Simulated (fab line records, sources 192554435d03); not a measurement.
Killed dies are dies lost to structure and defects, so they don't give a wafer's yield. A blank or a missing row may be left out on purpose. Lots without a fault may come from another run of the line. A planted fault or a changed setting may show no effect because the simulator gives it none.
fab line records | flow n5_finfet
record lots=8 wafers=24 last_day=20
route steps=1938 shown BEOL_M0_SAQP@668 BEOL_M4@1111 PASSIVATION@1936
lots that met no fault: from a run of the same line without faults
start_h: hours from the record's first day to the start of the lot's first wafer shown | wait_h: hours since the lot's step before | " the same as in the row above | L1.1+2: a row that stands for several wafers | - no value, or no start given | * or withheld: withheld | < > ~ a bound
route shown NAME@n: a module of which the file shows steps, and the number in the route of the first | usual: mean/standard deviation of fault-free wafers | same: alike in all rows | chamber/n: place in a boat | sites: the reading at each site | _std_site: their standard deviation | _edge_site: outer sites' mean less inner sites' | radius_mm: how far each site lies from the wafer's centre | mask NAME#n: copy n | behind: the tool/chamber that last shaped the wafer | hold: why the lot was held/for how many hours/how that ended | device: the transistor (n, p or np) that didn't switch | end of line: the same wafers' tests at the end of the route | a step without rows: its recipe alone | killed: dies lost to structure and defects at the first sort, not the wafer's yield | map: a wafer's dies, x killed, . not, _ none there
set.NAME: the setting as run; set.NAME@STEP: as run at that earlier step | model.NAME: the simulator's own value behind a step, which no gauge read
steps of the route over a sample of lots; a table a step, a row a wafer
services: from which hour (start_h, from the record's first day; less than 0 if before it) a tool's chamber was out of use, for how many hours, and why
## steps
# step N5_BEOL_M0_SAQP_ETCH_102
# recipe chemistry=CF4 target=SiO2 target_depth_a=40 ion_energy_ev=350 time_s=4.4 pressure_mtorr=10 icp_w=800 bias_w=400 cf4_flow_sccm=80
# usual bias_w=400.1/1.2 cf4_flow_sccm=79.98/0.24 drypump_motor_current_A=5.7/0.53 oes_product_au=0.987/0.02 throttle_valve_pct=21.66/0.18
# columns lot.wafer tool chamber start_h wait_h bias_w cf4_flow_sccm drypump_motor_current_A oes_product_au rf_hours_counter_h throttle_valve_pct
L291.2 rie_si-03 1 118.45 0.1 400.5 79.67 6.7 0.995 141 21.74
L291.3 " 2 " " 399.7 79.51 5.8 0.972 124 21.64
L291.6 " 0 " " 403.5 80.06 5.0 0.999 - 21.71
L294.1 rie_si-03 1 135.28 0.1 401.1 80.09 6.7 1.000 142 21.75
L294.4 " 2 " " 400.2 79.85 5.8 0.977 - 21.64
L294.6 " 3 " " 400.6 79.76 5.5 0.981 - 21.51
L299.3 rie_si-03 0 163.50 0.1 399.3 79.89 5.0 0.977 56 21.72
L299.4 " 3 " " 400.6 79.86 5.5 0.976 96 21.53
L299.5 " 2 " " 399.7 79.85 5.8 0.972 - 21.63
L300.2 rie_si-03 0 167.96 0.1 401.2 80.10 5.0 0.974 56 21.71
L300.4 " 1 " " 400.3 79.98 6.7 0.996 142 21.75
L300.5 " 3 " " 399.8 79.65 5.5 0.973 - 21.51
L310.1 rie_si-06 0 239.12 0.1 399.9 80.40 5.8 0.985 14 21.42
L310.2 " 1 " " 401.2 80.06 5.7 1.032 181 21.90
L310.3 " 2 " " 399.4 79.84 5.0 1.024 160 21.41
L311.4 rie_si-06 2 242.04 0.0 400.0 80.28 5.0 1.026 160 21.42
L311.5 " 1 " " 400.1 79.89 5.7 1.027 - 21.88
L311.6 " 2 " " 399.7 80.37 5.0 1.011 - 21.41
L312.2 rie_si-06 0 250.14 0.1 399.7 79.88 5.8 0.974 14 21.42
L312.3 " 1 " " 399.8 79.87 5.7 1.038 181 21.90
L312.6 " 1 " " 399.8 79.68 5.7 1.040 - 21.90
L313.1 rie_si-03 2 253.53 0.1 401.8 80.36 5.8 0.970 126 21.66
L313.2 " 0 " " 401.1 80.10 5.0 0.983 58 21.72
L313.5 " 0 " " 398.8 80.35 5.0 0.970 - 21.72
# step N5_BEOL_M0_SAQP_MANDREL_ETCH_103
# recipe chemistry=HBr/Cl2 target=a-Si target_depth_a=450 bt_time_s=10 stop_on=SiCN mask_material=SiO2 over_etch_frac=0.8 time_s=27 pressure_mtorr=10 icp_w=800 bias_w=75 HBr_flow_sccm=150 Cl2_flow_sccm=80 ends=end_point
# usual HBr_flow_sccm=150.0/0.44 bias_w=75.02/0.22 drypump_motor_current_A=5.7/0.52 oes_product_au=0.675/0.013 throttle_valve_pct=35.33/0.21
# same over_etch_frac=0.8
# columns lot.wafer tool chamber start_h wait_h HBr_flow_sccm bias_w drypump_motor_current_A oes_product_au rf_hours_counter_h throttle_valve_pct
L291.2 rie_si-03 1 118.48 0.0 150.2 74.51 6.7 0.670 141 35.40
L291.3 " 2 " " 149.9 74.88 5.8 0.659 124 35.09
L291.6 " 0 " " 149.7 75.05 5.0 0.685 - 35.36
L294.1 rie_si-03 1 135.31 0.0 149.6 75.24 6.7 0.671 142 35.41
L294.4 " 2 " " 150.6 75.17 5.8 0.655 - 35.09
L294.6 " 3 " " 150.3 75.15 5.5 0.667 - 35.38
L299.3 rie_si-03 0 163.53 0.0 149.8 75.07 5.0 0.658 56 35.40
L299.4 " 3 " " 149.5 74.94 5.5 0.664 96 35.41
L299.5 " 2 " " 150.4 74.98 5.8 0.673 - 35.10
L300.2 rie_si-03 0 168.00 0.0 149.6 75.25 5.0 0.678 56 35.36
L300.4 " 1 " " 150.1 74.73 6.7 0.687 142 35.37
L300.5 " 3 " " 149.4 74.84 5.5 0.675 - 35.38
L310.1 rie_si-06 0 239.15 0.0 150.2 75.05 5.8 0.682 14 35.20
L310.2 " 1 " " 149.6 75.01 5.7 0.706 181 35.59
L310.3 " 2 " " 149.9 74.96 5.0 0.686 160 34.94
L311.4 rie_si-06 2 242.07 0.0 149.8 74.84 5.0 0.686 160 34.92
L311.5 " 1 " " 149.4 75.24 5.6 0.713 - 35.57
L311.6 " 2 " " 150.3 75.15 5.0 0.692 - 34.93
L312.2 rie_si-06 0 250.17 0.0 150.1 74.60 5.8 0.664 14 35.21
L312.3 " 1 " " 149.9 74.94 5.7 0.708 181 35.59
L312.6 " 1 " " 149.3 75.16 5.7 0.714 - 35.56
L313.1 rie_si-03 2 253.56 0.0 150.3 74.77 5.8 0.660 126 35.12
L313.2 " 0 " " 149.2 75.06 5.0 0.681 58 35.37
L313.5 " 0 " " 149.2 75.41 5.0 0.690 - 35.33
# step N5_BEOL_M0_SAQP_ETCH_106
# recipe chemistry=N2/H2 target=SOC target_depth_a=1500 stop_on=SiNx ion_energy_ev=100 bias_w=61 pressure_mtorr=30 source_w=850 n2_flow_sccm=200 h2_flow_sccm=200
# usual bias_w=61.02/0.18 chamber_pressure_mTorr=30.000/0.026 drypump_motor_current_A=5.6/0.49 oes_product_au=0.78/0.089 rf_vpp_V=240.6/1.5 showerhead_plenum_p_Torr=2.53/0.099 throttle_valve_pct=17.84/0.26
# columns lot.wafer tool chamber start_h wait_h bias_w chamber_pressure_mTorr drypump_motor_current_A oes_product_au rf_hours_counter_h rf_vpp_V showerhead_plenum_p_Torr throttle_valve_pct
L291.2 rie_diel-03 1 120.05 - 60.69 29.952 6.0 0.73 202 240.5 2.63 18.02
L291.3 " 0 " " 60.61 29.983 4.7 0.86 24 240.5 2.49 17.50
L291.6 " 1 " " 60.92 30.006 6.0 0.73 - 242.2 2.63 18.01
L294.1 rie_diel-03 1 135.84 - 60.81 29.987 6.0 0.72 207 242.1 2.62 18.02
L294.4 " 3 " " 60.88 30.039 5.5 0.96 1 243.3 2.72 17.55
L294.6 " 2 " " 61.22 30.008 5.3 0.72 - 239.3 2.40 18.00
L299.3 rie_diel-03 3 164.06 - 60.70 29.977 5.5 0.93 10 242.7 2.72 17.56
L299.4 " 2 " " 61.03 29.966 5.4 0.70 233 239.6 2.40 18.02
L299.5 " 3 " " 60.88 29.983 5.5 0.92 - 242.7 2.72 17.57
L300.2 rie_diel-03 2 168.55 - 60.97 29.978 5.3 0.70 234 238.4 2.40 18.02
L300.4 " 0 " " 60.96 30.017 4.8 0.84 39 240.6 2.49 17.52
L300.5 " 1 " " 61.30 30.033 6.0 0.71 - 241.6 2.62 18.05
L310.1 rie_diel-06 2 239.68 - 60.98 30.053 6.5 0.74 174 239.1 2.42 17.62
L310.2 " 1 " " 61.01 30.037 5.6 0.69 227 242.3 2.62 18.26
L310.3 " 0 " " 61.32 29.969 5.2 0.90 26 239.4 2.49 17.57
L311.4 rie_diel-06 2 242.72 - 61.15 30.023 6.4 0.74 175 239.7 2.42 17.61
L311.5 " 1 " " 61.00 29.998 5.6 0.69 - 240.3 2.62 18.26
L311.6 " 2 " " 61.19 29.956 6.5 0.74 - 239.4 2.42 17.63
L312.2 rie_diel-06 1 250.70 - 61.24 30.026 5.6 0.69 230 240.0 2.62 18.27
L312.3 " 0 " " 61.17 30.039 5.2 0.90 28 240.0 2.48 17.56
L312.6 " 2 " " 61.13 30.005 6.5 0.73 - 239.0 2.42 17.63
L313.1 rie_diel-03 0 254.09 - 61.10 29.988 4.7 0.81 65 239.7 2.48 17.56
L313.2 " 2 " " 60.93 30.005 5.3 0.96 5 242.3 2.71 17.66
L313.5 " 2 " " 60.75 29.991 5.3 0.96 - 245.3 2.71 17.67
# step N5_BEOL_M0_SAQP_ETCH_73
# recipe chemistry=CF4 target=SiARC target_depth_a=195 mask_material=CAR-EUV time_s=32.5 ion_energy_ev=80 pressure_mtorr=40 source_w=545 bias_w=36 Ar_flow_sccm=100 cf4_flow_sccm=100 ends=cleared
# usual bias_w=35.99/0.11 cf4_flow_sccm=99.97/0.28 drypump_motor_current_A=5.6/0.44 etch_rf_on_time_s=32.5/0.53 oes_product_au=0.69/0.081 rf_vpp_V=184.1/1.3 showerhead_plenum_p_Torr=2.14/0.076 throttle_valve_pct=15.64/0.25
# columns lot.wafer tool chamber start_h wait_h bias_w cf4_flow_sccm drypump_motor_current_A etch_rf_on_time_s oes_product_au rf_hours_counter_h rf_vpp_V showerhead_plenum_p_Torr throttle_valve_pct
L291.2 rie_diel-03 0 121.64 0.0 35.99 100.09 4.8 33.2 0.74 24 182.7 2.11 15.38
L291.3 " 2 " " 35.93 100.07 5.3 33.4 0.61 220 183.1 2.03 15.84
L291.6 " 2 " " 35.90 100.35 5.3 33.6 0.61 - 182.9 2.03 15.81
L294.1 rie_diel-06 3 137.76 0.0 36.06 99.82 5.4 32.7 0.60 194 184.2 2.13 15.88
L294.4 " 1 " " 36.07 100.05 5.6 32.8 0.61 201 184.3 2.21 16.01
L294.6 " 2 " " 36.16 99.94 6.5 32.0 0.64 - 182.9 2.06 15.43
L299.3 rie_diel-06 0 165.72 0.0 35.97 100.43 5.2 31.8 0.82 7 183.5 2.11 15.35
L299.4 " 1 " " 35.88 100.17 5.6 32.9 0.60 - 183.6 2.21 16.01
L299.5 " 0 " " 35.92 99.52 5.2 31.9 0.83 - 183.7 2.11 15.35
L300.2 rie_diel-02 1 170.17 0.0 35.84 99.18 6.3 32.4 0.77 21 185.2 2.19 15.31
L300.4 " 3 " " 35.88 100.09 5.8 31.8 0.69 87 184.4 2.08 15.92
L300.5 " 2 " " 35.99 99.98 6.0 31.8 0.64 - 185.8 2.23 15.72
L310.1 rie_diel-03 0 241.34 0.0 - - - - - - - - -
L310.2 " 3 " " - - - - - - - - -
L310.3 " 1 " " - - - - - - - - -
L311.4 rie_diel-06 0 244.38 0.0 - - - - - - - - -
L311.5 " 1 " " - - - - - - - - -
L311.6 " 0 " " - - - - - - - - -
L312.2 rie_diel-02 0 252.68 0.0 - - - - - - - - -
L312.3 " 3 " " - - - - - - - - -
L312.6 " 2 " " - - - - - - - - -
L313.1 rie_diel-03 1 256.82 0.0 36.10 100.02 6.0 31.9 0.61 243 184.8 2.19 15.78
L313.2 " 3 " " 35.93 100.20 5.5 32.9 0.74 39 185.0 2.26 15.41
L313.5 " 2 " " 36.15 99.69 5.3 32.6 0.81 - 185.5 2.27 15.41
# step N5_BEOL_M4_RC_MEAS_101
# usual DIBL_N=36.6/1.3 DIBL_P=36.4/1.4 IOFF_N=0.167/0.023 IOFF_P=0.219/0.029 ION_N=678/8.7 ION_P=464/6.4 SS_N=71.5/0.53 SS_P=73.4/0.57 VT_N=248.5/2.8 VT_P=-249/3.1
# columns lot.wafer tool chamber start_h wait_h DIBL_N[mV/V] DIBL_P[mV/V] IOFF_N[nA/um] IOFF_P[nA/um] ION_N[uA/um] ION_P[uA/um] SS_N[mV/dec] SS_P[mV/dec] VT_N[mV] VT_P[mV]
L291.2 prober-01 0 198.35 0.2 39.7 38.0 0.211 0.267 692 469 72.4 74.2 244.7 -246
L291.3 " 0 " " 37.9 35.7 0.180 0.226 686 469 71.0 73.1 245.5 -248
L291.6 " 0 " " 37.8 35.3 0.174 0.220 674 463 71.6 72.9 247.3 -249
L294.1 prober-02 0 202.92 0.0 37.2 36.1 0.166 0.233 688 471 71.8 73.2 247.2 -245
L294.4 " 0 " " 37.2 35.8 0.158 0.233 691 470 71.2 73.9 246.0 -245
L294.6 " 0 " " 39.4 38.8 0.219 0.279 702 477 71.9 74.0 242.7 -246
L300.2 prober-01 0 283.34 0.2 34.9 34.7 0.144 0.182 674 460 71.2 72.9 250.8 -253
L300.4 " 0 " " 36.6 36.5 0.170 0.208 669 458 71.6 73.3 247.6 -249
L300.5 " 0 " " 34.6 34.2 0.131 0.178 665 461 70.7 72.7 249.1 -251
L299.3 prober-01 0 300.31 0.3 35.0 35.7 0.166 0.218 672 460 71.2 72.8 247.8 -251
L299.4 " 0 " " 37.5 38.7 0.216 0.273 671 466 71.8 73.4 248.1 -248
L299.5 " 0 " " 36.5 37.6 0.195 0.262 671 469 71.5 74.1 247.5 -249
L313.1 prober-02 0 351.41 0.0 36.2 37.2 0.160 0.197 679 461 71.8 72.2 248.6 -252
L313.2 " 0 " " 36.1 36.6 0.153 0.182 676 457 71.3 72.6 251.2 -250
L313.5 " 0 " " 35.8 36.3 0.151 0.179 679 460 70.9 72.6 250.6 -252
# step N5_PASSIVATION_PROBE_49
# usual defect_limited_yield=91.6/1.6 killed_at_M0_to_M3=32/9.7 killed_at_M4_up=13/4.4 killed_at_contacts=12/6.5 killed_at_front_end=38/12 killed_at_other=3.7/3 killed_dies=99/18 killed_on_rim=13/3.9 killed_open=66/14 killed_short=32/7.5 sort_bin_5_function=4.9/1 sort_bin_6_memory=3.2/0.73 sort_n_pass=1081/18 sort_yield_pct=91.6/1.6
# same gross_dies=1180 killed_at_back_side=0 sort_bin_4_leakage[%]=0 sort_bin_8_speed[%]=0
# columns lot.wafer tool chamber start_h wait_h defect_limited_yield[%] killed_at_M0_to_M3 killed_at_M4_up killed_at_contacts killed_at_front_end killed_at_other killed_dies killed_on_rim killed_open killed_short sort_bin_5_function[%] sort_bin_6_memory[%] sort_n_pass sort_yield_pct[%]
L310.1 prober-02 - 449.64 0.0 0 1122 8 11 39 0 1180 152 46 24 98.1 1.5 0 0
L310.2 prober-02 - 449.69 0.1 0 1122 9 5 43 1 1180 152 55 23 97.1 2.6 0 0
L310.3 prober-02 - 449.74 0.1 0 1139 8 5 27 1 1180 152 37 20 97.8 1.9 0 0
L311.4 prober-02 - 455.37 0.2 0 1091 17 9 58 5 1180 152 89 32 96.3 3.4 0 0
L311.5 prober-02 - 455.42 0.2 0 1090 13 5 68 4 1180 152 80 39 96.2 3.6 0 0
L311.6 prober-02 - 455.47 0.3 0 1108 4 20 45 3 1180 152 73 38 95.5 4.0 0 0
L312.2 prober-01 - 472.01 0.1 0 1078 21 6 63 12 1180 152 96 39 95.4 4.2 0 0
L312.3 prober-01 - 472.06 0.1 0 1111 15 10 36 8 1180 152 68 36 95.6 3.8 0 0
L312.6 prober-01 - 472.21 0.3 0 1108 17 6 41 8 1180 152 88 30 96.0 3.8 0 0
# killed by level:class
L310.1 BEOL_M0_SAQP:area_etch=1107 STI_FIN_REVEAL:geometric_particle:open=12 MOL_CONTACT_COAG:geometric_particle:open=8 FIN_SAQP:geometric_particle:open=6 BEOL_M2:geometric_particle:open=5 DUMMY_GATE:geometric_particle:open=4 GATE_CUT:geometric_particle:short=4 FIN_SAQP:geometric_particle:short=3
L310.2 BEOL_M0_SAQP:area_etch=1099 FIN_SAQP:geometric_particle:open=12 BEOL_M0_SAQP:geometric_particle:short=10 BEOL_M0_SAQP:geometric_particle:open=9 STI_FIN_REVEAL:geometric_particle:open=7 MOL_CONTACT_COAG:geometric_particle:open=5 DUMMY_GATE:geometric_particle:short=4 GATE_CUT:geometric_particle:open=4
L310.3 BEOL_M0_SAQP:area_etch=1121 DUMMY_GATE:geometric_particle:open=6 FIN_SAQP:geometric_particle:short=5 MOL_CONTACT_COAG:geometric_particle:open=4 BEOL_M0_SAQP:geometric_particle:open=3 BEOL_M0_SAQP:geometric_particle:short=3 BEOL_M3:geometric_particle:open=3 STARTING-WAFER:geometric_particle:short=3
L311.4 BEOL_M0_SAQP:area_etch=1059 FIN_SAQP:geometric_particle:open=14 STI_FIN_REVEAL:geometric_particle:open=12 BEOL_M0:geometric_particle:open=8 BEOL_M1:geometric_particle:open=8 FIN_SAQP:geometric_particle:short=7 MOL_CONTACT_COAG:geometric_particle:open=7 DUMMY_GATE:geometric_particle:open=6
L311.5 BEOL_M0_SAQP:area_etch=1060 FIN_SAQP:geometric_particle:open=21 STI_FIN_REVEAL:geometric_particle:open=15 FIN_SAQP:geometric_particle:short=14 BEOL_M0_SAQP:geometric_particle:short=7 BEOL_M0_SAQP:geometric_particle:open=6 DUMMY_GATE:geometric_particle:open=6 BEOL_M3:geometric_particle:open=6
L311.6 BEOL_M0_SAQP:area_etch=1069 MOL_CONTACT_COAG:geometric_particle:open=15 BEOL_M0_SAQP:geometric_particle:open=13 FIN_SAQP:geometric_particle:short=7 FIN_SAQP:geometric_particle:open=7 BEOL_M0_SAQP:geometric_particle:short=7 DUMMY_GATE:geometric_particle:open=6 BEOL_M2:geometric_particle:open=6
L312.2 BEOL_M0_SAQP:area_etch=1045 STI_FIN_REVEAL:geometric_particle:open=17 FIN_SAQP:geometric_particle:open=15 BEOL_M4:geometric_particle:open=13 FIN_SAQP:geometric_particle:short=12 BEOL_M3:geometric_particle:open=12 BEOL_M2:geometric_particle:open=9 BEOL_M1:geometric_particle:open=8
L312.3 BEOL_M0_SAQP:area_etch=1075 STI_FIN_REVEAL:geometric_particle:open=12 BEOL_M3:geometric_particle:open=10 BEOL_M4:geometric_particle:open=10 MOL_CONTACT_COAG:geometric_particle:short=7 BEOL_M2:geometric_particle:open=7 FIN_SAQP:geometric_particle:open=6 FIN_SAQP:geometric_particle:short=6
L312.6 BEOL_M0_SAQP:area_etch=1062 BEOL_M3:geometric_particle:open=15 STI_FIN_REVEAL:geometric_particle:open=14 BEOL_M1:geometric_particle:open=12 BEOL_M4:geometric_particle:open=11 FIN_SAQP:geometric_particle:short=9 DUMMY_GATE:geometric_particle:open=8 MOL_CONTACT_COAG:geometric_particle:open=5
## services
# columns tool chamber start_h hours kind
rie_diel-03 3 108.35 - clean
rie_diel-03 3 108.35 - consumable_replace:focus_ring
rie_diel-03 3 108.35 - consumable_replace:showerhead
rie_diel-03 3 108.35 18.4 scheduled_down
rie_diel-03 3 108.35 18.4 vent_cycle
rie_diel-06 0 120.08 - clean
rie_diel-06 0 120.08 - consumable_replace:focus_ring
rie_diel-06 0 120.08 16.2 scheduled_down
rie_si-03 0 120.10 18.1 repair
rie_diel-06 2 125.76 11.1 repair
rie_diel-03 1 145.19 1.6 repair
rie_diel-06 - 158.33 2.8 pm
rie_diel-06 2 163.27 9.2 repair
rie_si-03 1 175.68 21.4 repair
rie_diel-03 - 177.21 0.8 repair
rie_diel-02 2 214.00 6.4 repair
rie_diel-02 1 219.30 40.8 repair
rie_diel-03 2 225.34 - clean
rie_diel-03 2 225.34 - consumable_replace:focus_ring
rie_diel-03 2 225.34 - consumable_replace:showerhead
rie_diel-03 2 225.34 18.0 scheduled_down
rie_diel-03 2 225.34 18.0 vent_cycle
rie_si-03 - 226.77 0.5 repair
rie_diel-06 3 252.54 2.8 repair
## key
first_sign step=N5_BEOL_M0_SAQP_ETCH_73 reading=tool_record direction=missing
effect step=N5_PASSIVATION_PROBE_49 reading=killed_at_M0_to_M3 direction=up sigmas=99+ usual=32 struck=1108
more_kills_born_at N5_BEOL_M0_SAQP_ETCH_73@rie_diel-03=3327 N5_BEOL_M0_SAQP_ETCH_73@rie_diel-06=3188 N5_BEOL_M0_SAQP_ETCH_73@rie_diel-02=3182
met_at N5_BEOL_M0_SAQP_ETCH_73
struck_lots L310,L311,L312
later_rows_left_out L310.1,L310.2,L310.3,L311.4,L311.5,L311.6,L312.2,L312.3,L312.6
not_acting_at N5_BEOL_M0_SAQP_ETCH_102,N5_BEOL_M0_SAQP_MANDREL_ETCH_103,N5_BEOL_M0_SAQP_ETCH_106
onset_between 170.17 241.34
fault kind=skipped_step_whole tool=rie_diel-02,rie_diel-03,rie_diel-06 chamber=- onset_h=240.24 steps=N5_BEOL_M0_SAQP_ETCH_73 scope=struck_lots_only
# later_rows_left_out: the simulator's readings of these wafers behind a module that went badly wrong aren't trusted and aren't shown, but for the sort
